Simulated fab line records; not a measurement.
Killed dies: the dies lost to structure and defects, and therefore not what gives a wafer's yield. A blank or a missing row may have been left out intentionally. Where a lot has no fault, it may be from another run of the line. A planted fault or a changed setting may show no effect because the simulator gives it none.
fab line records -- flow nandHarc
record: lots: 6, wafers: 18, lastDay: 23
route steps=1159 shown P_M0@282 P_M1@285
lots untouched by any fault: they come from a run of this same line in which no faults occurred
startH: start of the lot's first displayed wafer, in hours after the record's first day -- waitH: hours since the lot's step before -- " as in the row above -- L1.1+2: a row that stands for several wafers -- - no value, or no start was given -- * or withheld: withheld -- < > ~ a bound
route shown NAME@n: NAME is a module with steps in the file, n the number in the route of the first one -- usual: mean/standard deviation of fault-free wafers -- same: alike in all rows -- chamber/n: place in a boat -- sites: the reading at each site -- _std_site: their standard deviation -- _edge_site: the outer-site mean with the inner-site mean subtracted -- radiusMm: for every site, how far away it sits from the centre of the wafer -- mask NAME#n: copy n -- behind: the most recent tool/chamber to have shaped the wafer -- hold: cause of the lot's hold/its duration in hours/its outcome -- device: whichever transistor did not switch (one of n, p or np) -- end of line: the route-end tests of the same wafers -- step lacking rows: just its recipe -- killed: dies lost to structure and defects at the first sort, not the wafer's yield -- map: per-die view of a wafer (x killed, . not killed, _ where there is no die)
set.NAME: setting as actually run; set.NAME@STEP: the setting as run at that earlier step -- model.NAME: the simulator's own value behind a step, which no gauge read
a table for each step, a row for each wafer; lots at some steps of the route
services: when a tool's chamber went out of use (startH, in hours from the record's first day, below 0 if earlier), for how many hours, and the reason
== steps ==
step: NHARC_P_M0_INSPECT_27
usual: rawDefectCount: 302/110
lot.wafer,tool,chamber,startH,waitH,rawDefectCount
L973.1,defectInspect-01,-,120.19,0.0,268
L973.3,defectInspect-01,-,120.19,0.0,250
L973.6,defectInspect-01,-,120.19,0.0,390
L980.1,defectInspect-01,-,162.23,0.0,175
L980.4,defectInspect-01,-,162.23,0.0,170
L980.5,defectInspect-01,-,162.23,0.0,233
L982.2,defectInspect-02,-,177.61,0.0,467
L982.4,defectInspect-02,-,177.61,0.0,394
L982.6,defectInspect-02,-,177.61,0.0,334
L989.3,defectInspect-02,-,221.27,0.1,228
L989.4,defectInspect-02,-,221.27,0.1,372
L989.5,defectInspect-02,-,221.27,0.1,134
L990.3,defectInspect-02,-,230.41,0.1,293
L990.4,defectInspect-02,-,230.41,0.1,372
L990.6,defectInspect-02,-,230.41,0.1,780
L993.2,defectInspect-02,-,241.20,0.1,253
L993.3,defectInspect-02,-,241.20,0.1,385
L993.4,defectInspect-02,-,241.20,0.1,484
step: NHARC_P_M0_PRE_CLEAN_31
recipe: timeS: 12, tempC: 370, rfPowerW: 300, gas: NH3
usual: heaterPowerW: 632/73
lot.wafer,tool,chamber,startH,waitH,heaterPowerW
L973.3,pecvd-02,2,120.27,0.1,727
L973.1,pecvd-02,0,120.27,0.1,620
L973.6,pecvd-02,1,120.27,0.1,635
L980.1,pecvd-03,1,162.29,0.1,695
L980.5,pecvd-03,1,162.29,0.1,684
L980.4,pecvd-03,2,162.29,0.1,607
L982.2,pecvd-02,0,177.71,0.1,541
L982.4,pecvd-02,1,177.71,0.1,650
L982.6,pecvd-02,0,177.71,0.1,546
L989.3,pecvd-03,1,221.86,0.6,707
L989.4,pecvd-03,0,221.86,0.6,662
L989.5,pecvd-03,1,221.86,0.6,699
L990.3,pecvd-04,2,230.50,0.1,627
L990.6,pecvd-04,0,230.50,0.1,554
L990.4,pecvd-04,2,230.50,0.1,612
L993.3,pecvd-04,2,241.28,0.1,642
L993.2,pecvd-04,0,241.28,0.1,575
L993.4,pecvd-04,1,241.28,0.1,492
step: NHARC_P_M0_DEP_32
recipe: targetThkA: 300, tempC: 370, targetThkNm: 30, pressureTorr: 3, flowSccm: 200, rfW: 450, material: SiCN
usual: heaterPowerW: 561/72
lot.wafer,tool,chamber,startH,waitH,heaterPowerW
L973.3,pecvd-02,2,120.37,0.1,620
L973.1,pecvd-02,0,120.37,0.1,532
L973.6,pecvd-02,1,120.37,0.1,566
L980.1,pecvd-03,1,162.37,0.1,568
L980.5,pecvd-03,1,162.37,0.1,566
L980.4,pecvd-03,2,162.37,0.1,621
L982.2,pecvd-02,0,177.84,0.1,545
L982.4,pecvd-02,1,177.84,0.1,580
L982.6,pecvd-02,0,177.84,0.1,548
L989.3,pecvd-03,1,221.97,0.1,592
L989.4,pecvd-03,0,221.97,0.1,608
L989.5,pecvd-03,1,221.97,0.1,608
L990.3,pecvd-04,2,230.64,0.1,494
L990.6,pecvd-04,0,230.64,0.1,493
L990.4,pecvd-04,2,230.64,0.1,495
L993.3,pecvd-04,2,241.38,0.1,566
L993.2,pecvd-04,0,241.38,0.1,470
L993.4,pecvd-04,1,241.38,0.1,430
step: NHARC_P_M1_DEP_00
recipe: targetThkA: 1825, targetThkNm: 182.5, tempC: withheld, pressureTorr: 5, flowSccm: 200, rfW: 600, material: SiOC
step: NHARC_P_M1_DEHYDRATE_01
recipe: tempC: 150, timeS: 120
step: NHARC_P_M1_HMDS_02
recipe: timeS: 30
step: NHARC_P_M1_COAT_34
recipe: tempC: 200, timeS: 65
step: NHARC_P_M1_COAT_03
recipe: spinRpm: 1500, resistThkNm: 90
step: NHARC_P_M1_SOFTBAKE_04
recipe: tempC: 105, timeS: 55
step: NHARC_P_M1_EBR_05
step: NHARC_P_M1_EXPOSE_06
recipe: na: 1.35, targetCdNm: 130, doseMj: 81.88, maskId: P_M1
step: NHARC_P_M1_PEB_07
recipe: pebTempC: 100, pebTimeS: 65
usual: chillPlateTempC: 22.99/0.11, heaterPowerTotalW: 156.6/0.42
lot.wafer,tool,chamber,startH,waitH,chillPlateTempC,heaterPowerTotalW
L973.1,lithoTrack-01,0,121.47,0.1,23.00,155.9
L973.3,lithoTrack-01,0,121.47,0.1,23.05,156.0
L973.6,lithoTrack-01,0,121.47,0.1,22.84,156.0
L980.1,lithoTrack-01,0,163.55,0.1,23.12,254.7
L980.4,lithoTrack-01,0,163.55,0.1,23.02,253.7
L980.5,lithoTrack-01,0,163.55,0.1,23.03,253.8
L982.2,lithoTrack-01,0,178.92,0.1,22.89,254.5
L982.4,lithoTrack-01,0,178.92,0.1,23.03,254.5
L982.6,lithoTrack-01,0,178.92,0.1,22.95,252.9
L989.3,lithoTrack-04,0,223.09,0.0,23.36,156.8
L989.4,lithoTrack-04,0,223.09,0.0,23.16,156.1
L989.5,lithoTrack-04,0,223.09,0.0,23.28,156.5
L990.3,lithoTrack-04,0,231.78,0.0,23.00,157.2
L990.4,lithoTrack-04,0,231.78,0.0,22.96,157.1
L990.6,lithoTrack-04,0,231.78,0.0,23.09,157.1
L993.2,lithoTrack-06,0,242.50,0.1,22.95,157.0
L993.3,lithoTrack-06,0,242.50,0.1,22.93,156.0
L993.4,lithoTrack-06,0,242.50,0.1,23.05,156.3
step: NHARC_P_M1_DEVELOP_08
recipe: developTimeS: 35, devTempC: 23
step: NHARC_P_M1_CD_MEAS_09
recipe: targetCdNm: 130, landingEnergyEv: 500
usual: cdNm: 130.0/0.42
lot.wafer,tool,chamber,startH,waitH,cdNm
L973.1,cdSem-03,0,121.55,-,129.9
L973.3,cdSem-03,0,121.55,-,130.3
L973.6,cdSem-03,0,121.55,-,129.6
L980.1,cdSem-01,0,163.63,-,93.6
L980.4,cdSem-01,0,163.63,-,93.3
L980.5,cdSem-01,0,163.63,-,93.9
L982.2,cdSem-02,0,179.01,-,93.6
L982.4,cdSem-02,0,179.01,-,93.7
L982.6,cdSem-02,0,179.01,-,94.3
L989.3,cdSem-01,0,223.18,-,129.6
L989.4,cdSem-01,0,223.18,-,129.4
L989.5,cdSem-01,0,223.18,-,129.7
L990.3,cdSem-02,0,231.86,-,130.8
L990.4,cdSem-02,0,231.86,-,130.1
L990.6,cdSem-02,0,231.86,-,130.4
L993.2,cdSem-02,0,242.58,-,130.5
L993.3,cdSem-02,0,242.58,-,130.1
L993.4,cdSem-02,0,242.58,-,129.7
step: NHARC_P_M1_OVL_MEAS_10
recipe: pitchNm: 260
usual: overlayXNm: -0.1/0.8, overlayYNm: 0.1/0.79
lot.wafer,tool,chamber,startH,waitH,overlayXNm,overlayYNm
L973.1,overlay-02,-,121.64,-,0.6,-0.4
L973.3,overlay-02,-,121.64,-,0.9,-0.1
L973.6,overlay-02,-,121.64,-,1.3,0.2
L980.1,overlay-01,-,163.72,-,0.2,0.3
L980.4,overlay-01,-,163.72,-,-0.4,0.5
L980.5,overlay-01,-,163.72,-,0.2,-0.3
L982.2,overlay-01,-,179.09,-,0.1,-1.6
L982.4,overlay-01,-,179.09,-,-0.5,-1.6
L982.6,overlay-01,-,179.09,-,0.0,-1.5
L989.3,overlay-02,-,223.27,-,1.5,0.5
L989.4,overlay-02,-,223.27,-,1.3,1.2
L989.5,overlay-02,-,223.27,-,1.4,0.9
L990.3,overlay-01,-,231.94,-,0.5,0.1
L990.4,overlay-01,-,231.94,-,0.6,-0.1
L990.6,overlay-01,-,231.94,-,0.2,0.5
L993.2,overlay-01,-,242.67,-,-1.7,0.4
L993.3,overlay-01,-,242.67,-,-1.6,0.5
L993.4,overlay-01,-,242.67,-,-1.0,0.8
step: NHARC_P_M1_INSPECT_11
usual: rawDefectCount: 3.9/2.1
lot.wafer,tool,chamber,startH,waitH,rawDefectCount
L973.1,defectInspect-02,-,121.68,0.0,0
L973.3,defectInspect-02,-,121.68,0.0,4
L973.6,defectInspect-02,-,121.68,0.0,6
L980.1,defectInspect-02,-,163.75,0.0,6
L980.4,defectInspect-02,-,163.75,0.0,3
L980.5,defectInspect-02,-,163.75,0.0,0
L982.2,defectInspect-01,-,179.13,0.0,2
L982.4,defectInspect-01,-,179.13,0.0,5
L982.6,defectInspect-01,-,179.13,0.0,5
L989.3,defectInspect-02,-,223.30,0.0,5
L989.4,defectInspect-02,-,223.30,0.0,8
L989.5,defectInspect-02,-,223.30,0.0,12
L990.3,defectInspect-02,-,231.98,0.0,3
L990.4,defectInspect-02,-,231.98,0.0,4
L990.6,defectInspect-02,-,231.98,0.0,3
L993.2,defectInspect-02,-,242.70,0.0,6
L993.3,defectInspect-02,-,242.70,0.0,2
L993.4,defectInspect-02,-,242.70,0.0,5
step: NHARC_P_M1_DESCUM_14
recipe: timeS: 3, o2FlowSccm: 200, arFlowSccm: 0, biasPowerW: 0, chemistry: O2
usual: drypumpMotorCurrentA: 5.7/0.47, mfcArSccm: 0.005/0.013, oesProductAu: 1.000/0.0075, rfVppV: 57.7/0.95, showerheadPlenumPTorr: 1.88/0.089, throttleValvePct: 11.310/0.0087
lot.wafer,tool,chamber,startH,waitH,drypumpMotorCurrentA,mfcArSccm,oesProductAu,rfHoursCounterH,rfVppV,showerheadPlenumPTorr,throttleValvePct,model.P_M1.cdNm
L973.1,rieDiel-05,0,121.75,0.1,6.5,0,0.996,3.1,57.2,2.06,11.316,129.9
L973.3,rieDiel-05,1,121.75,0.1,6.1,0,0.996,3.0,57.6,1.83,11.296,130.3
L973.6,rieDiel-05,0,121.75,0.1,6.5,0,1.003,-,58.0,2.06,11.315,129.6
L980.4,rieDiel-10,2,163.82,0.1,5.7,0.045,0.984,9.8,56.6,1.80,11.305,93.09
L980.1,rieDiel-10,1,163.82,0.1,4.8,0.003,0.997,9.5,57.2,1.80,11.306,93.9
L980.5,rieDiel-10,2,163.82,0.1,5.7,0.045,0.997,-,57.2,1.80,11.305,93.72
L982.2,rieDiel-02,3,179.21,0.1,5.2,0,0.998,2.6,57.8,1.80,11.309,93.71
L982.4,rieDiel-02,0,179.21,0.1,5.8,0.029,0.997,2.5,58.0,1.91,11.322,94.03
L982.6,rieDiel-02,1,179.21,0.1,5.5,0,1.005,-,58.8,1.92,11.306,94.05
L989.3,rieDiel-05,2,223.36,0.1,5.8,0,1.004,1.4,57.2,1.80,11.308,129.8
L989.4,rieDiel-05,0,223.36,0.1,6.5,0,0.999,1.2,58.1,2.06,11.312,129.8
L989.5,rieDiel-05,2,223.36,0.1,5.8,0,1.019,-,56.9,1.80,11.318,130.1
L990.4,rieDiel-10,2,232.04,0.1,5.8,0.045,1.008,3.6,55.6,1.80,11.321,129.4
L990.3,rieDiel-10,3,232.04,0.1,5.2,0,0.989,3.0,58.7,1.80,11.323,130.2
L990.6,rieDiel-10,2,232.04,0.1,5.7,0.045,1.003,-,58.8,1.80,11.304,129.9
L993.2,rieDiel-10,0,242.77,0.1,5.5,0,0.997,3.1,57.7,1.96,11.306,130.4
L993.4,rieDiel-10,2,242.77,0.1,5.7,0.045,0.996,3.9,57.9,1.80,11.302,129.6
L993.3,rieDiel-10,3,242.77,0.1,5.2,0,1.003,3.3,57.9,1.80,11.316,129
step: NHARC_P_M1_ETCH_35
recipe: targetDepthA: 400, overetchA: 120, timeS: 43.94, ionEnergyEv: 200, n2FlowSccm: 150, h2FlowSccm: 150, arFlowSccm: 0, rfW: 400, biasW: 150, chemistry: N2/H2
usual: biasW: 150.0/0.43, drypumpMotorCurrentA: 5.7/0.48, mfcArSccm: 0.006/0.014, oesProductAu: 1.000/0.0076, rfVppV: 429.5/2.9, showerheadPlenumPTorr: 2.01/0.1, throttleValvePct: 14.172/0.0091
lot.wafer,tool,chamber,startH,waitH,biasW,drypumpMotorCurrentA,mfcArSccm,oesProductAu,rfHoursCounterH,rfVppV,showerheadPlenumPTorr,throttleValvePct
L973.3,rieDiel-05,0,121.83,0.1,150.1,6.5,0,1.018,3.2,433.9,2.20,14.170
L973.1,rieDiel-05,2,121.83,0.1,150.3,5.7,0,1.008,3.1,428.0,1.91,14.181
L973.6,rieDiel-05,0,121.83,0.1,150.2,6.5,0,1.022,-,435.4,2.20,14.187
L980.4,rieDiel-10,3,163.90,0.1,150.7,5.2,0,0.985,10.7,428.3,1.91,14.176
L980.1,rieDiel-10,2,163.90,0.1,150.0,5.8,0.045,1.004,9.8,426.3,1.91,14.171
L980.5,rieDiel-10,0,163.90,0.1,150.3,5.5,0,0.991,-,432.1,2.09,14.166
L982.2,rieDiel-02,0,179.27,0.1,150.5,5.8,0.029,1.004,2.5,430.4,2.03,14.176
L982.4,rieDiel-02,2,179.27,0.1,149.7,5.8,0,0.989,2.3,431.9,2.10,14.177
L982.6,rieDiel-02,0,179.27,0.1,149.6,5.8,0.029,0.999,-,430.0,2.03,14.154
L989.3,rieDiel-05,2,223.45,0.1,150.0,5.7,0,1.000,1.5,428.0,1.91,14.165
L989.4,rieDiel-05,0,223.45,0.1,149.4,6.5,0,1.012,1.3,435.3,2.20,14.182
L989.5,rieDiel-05,1,223.45,0.1,149.7,6.1,0,0.996,-,427.3,1.94,14.173
L990.4,rieDiel-10,2,232.13,0.1,149.6,5.8,0.045,0.990,3.6,426.2,1.91,14.167
L990.3,rieDiel-10,1,232.13,0.1,149.7,4.8,0.003,0.997,3.4,427.1,1.92,14.161
L990.6,rieDiel-10,2,232.13,0.1,149.7,5.8,0.045,1.001,-,427.7,1.91,14.163
L993.3,rieDiel-10,2,242.85,0.1,149.9,5.8,0.045,0.982,3.9,427.8,1.91,14.179
L993.2,rieDiel-10,0,242.85,0.1,149.8,5.5,0,0.986,3.1,431.7,2.09,14.181
L993.4,rieDiel-10,1,242.85,0.1,149.7,4.8,0.003,0.998,3.7,428.9,1.92,14.177
step: NHARC_P_M1_ETCH_15
recipe: targetDepthA: 1825, timeS: 91.2, c4f8FlowSccm: withheld, arFlowSccm: 400, rfW: 600, biasW: 300, chemistry: C4F8/Ar
usual: biasW: 300.0/0.88, oesProductAu: 0.952/0.021, rfVppV: 439.9/2.8
lot.wafer,tool,chamber,startH,waitH,biasW,oesProductAu,rfHoursCounterH,rfVppV
L973.1,rieDiel-05,3,-,-,299.7,0.942,2.6,440.1
L973.3,rieDiel-05,1,-,-,300.7,0.941,3.1,437.3
L973.6,rieDiel-05,3,-,-,299.8,0.936,-,440.1
L980.1,rieDiel-10,3,-,-,300.7,0.964,10.8,438.0
L980.4,rieDiel-10,0,-,-,299.9,0.970,10.0,441.9
L980.5,rieDiel-10,2,-,-,299.0,0.965,-,437.0
L982.4,rieDiel-02,3,-,-,298.2,0.983,2.6,436.6
L982.2,rieDiel-02,0,-,-,299.0,0.978,2.5,440.3
L982.6,rieDiel-02,2,-,-,299.1,0.958,-,442.3
L989.4,rieDiel-05,0,-,-,299.7,0.964,1.3,446.3
L989.3,rieDiel-05,1,-,-,299.5,0.969,1.5,438.3
L989.5,rieDiel-05,0,-,-,299.8,0.968,-,444.1
L990.3,rieDiel-10,1,-,-,300.6,0.983,3.5,437.1
L990.4,rieDiel-10,2,-,-,298.5,0.957,3.6,438.5
L990.6,rieDiel-10,2,-,-,298.4,0.970,-,437.1
L993.4,rieDiel-10,0,-,-,299.0,0.948,3.1,441.5
L993.2,rieDiel-10,1,-,-,300.2,0.961,3.7,438.6
L993.3,rieDiel-10,3,-,-,301.2,0.973,3.3,438.0
step: NHARC_P_M1_CD_MEAS_16
usual: cdNm: 130.0/0.6
lot.wafer,tool,chamber,startH,waitH,cdNm
L973.1,cdSem-01,-,122.05,-,130.2
L973.3,cdSem-01,-,122.05,-,129.8
L973.6,cdSem-01,-,122.05,-,129.5
L980.1,cdSem-03,-,164.12,-,93.7
L980.4,cdSem-03,-,164.12,-,92.7
L980.5,cdSem-03,-,164.12,-,93.5
L982.2,cdSem-01,-,179.50,-,93.8
L982.4,cdSem-01,-,179.50,-,94.1
L982.6,cdSem-01,-,179.50,-,94.3
L989.3,cdSem-02,-,223.67,-,129.9
L989.4,cdSem-02,-,223.67,-,129.9
L989.5,cdSem-02,-,223.67,-,130.3
L990.3,cdSem-02,-,232.35,-,130.0
L990.4,cdSem-02,-,232.35,-,129.3
L990.6,cdSem-02,-,232.35,-,129.5
L993.2,cdSem-01,-,243.07,-,130.1
L993.3,cdSem-01,-,243.07,-,128.4
L993.4,cdSem-01,-,243.07,-,129.0
step: NHARC_P_M1_STRIP_18
recipe: powerW: 1000, n2FlowSccm: 150, h2FlowSccm: 150, arFlowSccm: 0, biasW: 0, chemistry: N2/H2
usual: drypumpMotorCurrentA: 5.6/0.4, mfcArSccm: 0.006/0.014, oesProductAu: 1.002/0.0073, rfVppV: 90.5/1.1, showerheadPlenumPTorr: 2.00/0.086, throttleValvePct: 14.171/0.0085
same: biasW: 0
lot.wafer,tool,chamber,startH,waitH,drypumpMotorCurrentA,mfcArSccm,oesProductAu,rfHoursCounterH,rfVppV,showerheadPlenumPTorr,throttleValvePct
L973.3,rieDiel-10,3,122.13,0.1,5.2,0,0.993,8,90.0,1.91,14.178
L973.1,rieDiel-10,2,122.13,0.1,5.7,0.045,1.000,7,88.4,1.91,14.168
L973.6,rieDiel-10,0,122.13,0.1,5.5,0,0.987,-,91.4,2.09,14.167
L980.1,rieDiel-02,1,164.22,0.1,5.5,0,1.004,1,90.7,2.04,14.178
L980.4,rieDiel-02,3,164.22,0.1,5.3,0,0.997,1,89.8,1.92,14.152
L980.5,rieDiel-02,0,164.22,0.1,5.8,0.029,1.012,-,90.5,2.03,14.181
L982.4,rieDiel-02,0,179.62,0.1,5.8,0.029,1.007,3,90.3,2.03,14.161
L982.2,rieDiel-02,1,179.62,0.1,5.5,0,1.019,2,91.4,2.04,14.177
L982.6,rieDiel-02,3,179.62,0.1,5.2,0,1.015,-,90.4,1.92,14.174
L989.3,rieDiel-02,3,223.74,0.1,5.2,0,1.012,6,90.2,1.92,14.165
L989.4,rieDiel-02,2,223.74,0.1,5.9,0,1.013,5,89.6,2.10,14.154
L989.5,rieDiel-02,3,223.74,0.1,5.2,0,1.010,-,88.6,1.92,14.167
L990.4,rieDiel-05,3,232.49,0.1,5.2,0,1.005,2,90.7,2.03,14.181
L990.3,rieDiel-05,0,232.49,0.1,6.5,0,0.996,1,92.7,2.20,14.166
L990.6,rieDiel-05,2,232.49,0.1,5.7,0,1.006,-,89.0,1.91,14.173
L993.4,rieDiel-05,2,243.14,0.1,5.7,0,1.000,2,91.0,1.91,14.170
L993.2,rieDiel-05,3,243.14,0.1,5.3,0,1.003,2,91.6,2.03,14.169
L993.3,rieDiel-05,1,243.14,0.1,6.1,0,1.012,2,90.1,1.94,14.170
step: NHARC_P_M1_ETCH_28
recipe: targetDepthA: 300, overEtchFrac: 0.3, timeS: 72.99, ionEnergyEv: 150, cf4FlowSccm: 50, n2FlowSccm: 100, arFlowSccm: 150, rfW: 300, biasW: 100, chemistry: CF4/N2
usual: biasW: 99.99/0.29, drypumpMotorCurrentA: 5.6/0.4, mfcArSccm: 150.0/0.44, oesProductAu: 1.001/0.0072, rfVppV: 313.4/1.9, showerheadPlenumPTorr: 2.58/0.1, throttleValvePct: 19.794/0.0089
lot.wafer,tool,chamber,startH,waitH,biasW,drypumpMotorCurrentA,mfcArSccm,oesProductAu,rfHoursCounterH,rfVppV,showerheadPlenumPTorr,throttleValvePct,model.P_M1.cdNm
L973.3,rieDiel-10,2,-,-,99.70,5.7,149.7,1.003,8,310.8,2.48,19.797,129.6
L973.1,rieDiel-10,3,-,-,99.70,5.2,149.7,0.995,8,312.1,2.48,19.787,129.8
L973.6,rieDiel-10,2,-,-,100.16,5.7,149.9,0.999,-,310.2,2.48,19.800,130.2
L980.1,rieDiel-02,3,-,-,100.12,5.2,149.1,1.005,1,312.0,2.48,19.787,93.73
L980.4,rieDiel-02,0,-,-,100.15,5.8,150.4,1.001,1,314.0,2.62,19.790,92.72
L980.5,rieDiel-02,3,-,-,99.93,5.2,150.6,0.998,-,311.2,2.48,19.792,93.48
L982.4,rieDiel-02,3,-,-,100.40,5.2,150.2,1.002,3,310.4,2.48,19.793,93.9
L982.2,rieDiel-02,1,-,-,99.94,5.5,149.8,1.003,2,314.6,2.63,19.780,93.41
L982.6,rieDiel-02,0,-,-,100.27,5.8,150.0,0.998,-,314.4,2.62,19.780,93.44
L989.3,rieDiel-02,0,-,-,99.59,5.8,150.1,0.992,6,313.9,2.62,19.794,129.6
L989.4,rieDiel-02,1,-,-,100.35,5.5,149.8,0.990,5,315.3,2.63,19.789,130.1
L989.5,rieDiel-02,0,-,-,99.93,5.8,150.0,0.997,-,314.6,2.62,19.793,129.9
L990.4,rieDiel-05,3,-,-,100.61,5.3,149.7,0.996,2,313.4,2.62,19.811,129.4
L990.3,rieDiel-05,0,-,-,100.39,6.5,150.2,0.988,1,317.0,2.81,19.788,129.8
L990.6,rieDiel-05,0,-,-,100.41,6.5,150.3,1.008,-,315.9,2.81,19.794,129.5
L993.3,rieDiel-05,3,-,-,100.13,5.2,149.4,1.019,2,314.8,2.62,19.790,129
L993.4,rieDiel-05,0,-,-,99.58,6.5,150.6,1.011,2,315.8,2.81,19.800,129.4
L993.2,rieDiel-05,2,-,-,100.24,5.7,150.5,1.010,2,311.5,2.48,19.803,130.2
step: NHARC_P_M1_STRIP_19
recipe: timeS: 600, tempC: 30, chemistry: postEtchResidueRemover
== services ==
tool,chamber,startH,hours,kind
rieDiel-10,0,100.34,4.2,repair
rieDiel-02,2,106.13,2.4,repair
rieDiel-10,0,106.50,-,clean
rieDiel-10,1,106.50,-,clean
rieDiel-10,2,106.50,-,clean
rieDiel-10,3,106.50,-,clean
rieDiel-10,0,106.52,4.4,repair
pecvd-03,-,111.00,13.0,pm
pecvd-02,1,114.90,4.8,repair
lithoTrack-06,-,117.00,7.0,pm
rieDiel-10,0,131.00,-,clean
rieDiel-10,1,131.00,-,clean
rieDiel-10,2,131.00,-,clean
rieDiel-10,3,131.00,-,clean
lithoTrack-04,-,141.00,7.0,pm
rieDiel-10,1,147.07,7.9,repair
rieDiel-02,-,150.70,9.0,pm
pecvd-02,-,153.00,13.0,pm
rieDiel-05,-,163.60,9.0,pm
rieDiel-10,-,176.50,9.0,pm
pecvd-03,0,183.31,11.8,repair
pecvd-04,-,195.13,13.0,pm
pecvd-04,-,218.13,2.0,repair
pecvd-03,2,223.25,12.0,repair
== key ==
firstSign: step: NHARC_P_M1_PEB_07, reading: heaterPowerTotalW, direction: up, sigmas: 99+, usual: *, struck: *
effect: step: NHARC_P_M1_CD_MEAS_09, reading: cdNm, direction: down, sigmas: 87, usual: 130.0, struck: 93.7
effect: step: NHARC_P_M1_CD_MEAS_16, reading: cdNm, direction: down, sigmas: 60, usual: 130.0, struck: 93.7
modelEffect: step: NHARC_P_M1_DESCUM_14, value: P_M1.cdNm, without: 129.6, struck: 93.75
modelEffect: step: NHARC_P_M1_ETCH_28, value: P_M1.cdNm, without: 129.3, struck: 93.45
metAt NHARC_P_M1_PEB_07
struckWafers L980.1,L980.4,L980.5,L982.2,L982.4,L982.6
laterRowsLeftOut L980.1,L980.4,L980.5,L982.2,L982.4,L982.6
sortLeftOut L980.1,L980.4,L980.5,L982.2,L982.4,L982.6
onsetBetween 121.47 163.55
fault: kind: processParameterDrift, tool: lithoTrack-01, chamber: -, onsetH: 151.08, steps: NHARC_P_M1_PEB_07, channel: pebTimeS, offset: *, shape: step, endH: 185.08, actsIn: *, stated: *
sortLeftOut: the simulated sort isn't trusted on such a fault, so these wafers' sort isn't shown, and their yield isn't known
laterRowsLeftOut: the simulator's readings of these wafers behind a module that went badly wrong aren't trusted and aren't shown, but for the sort
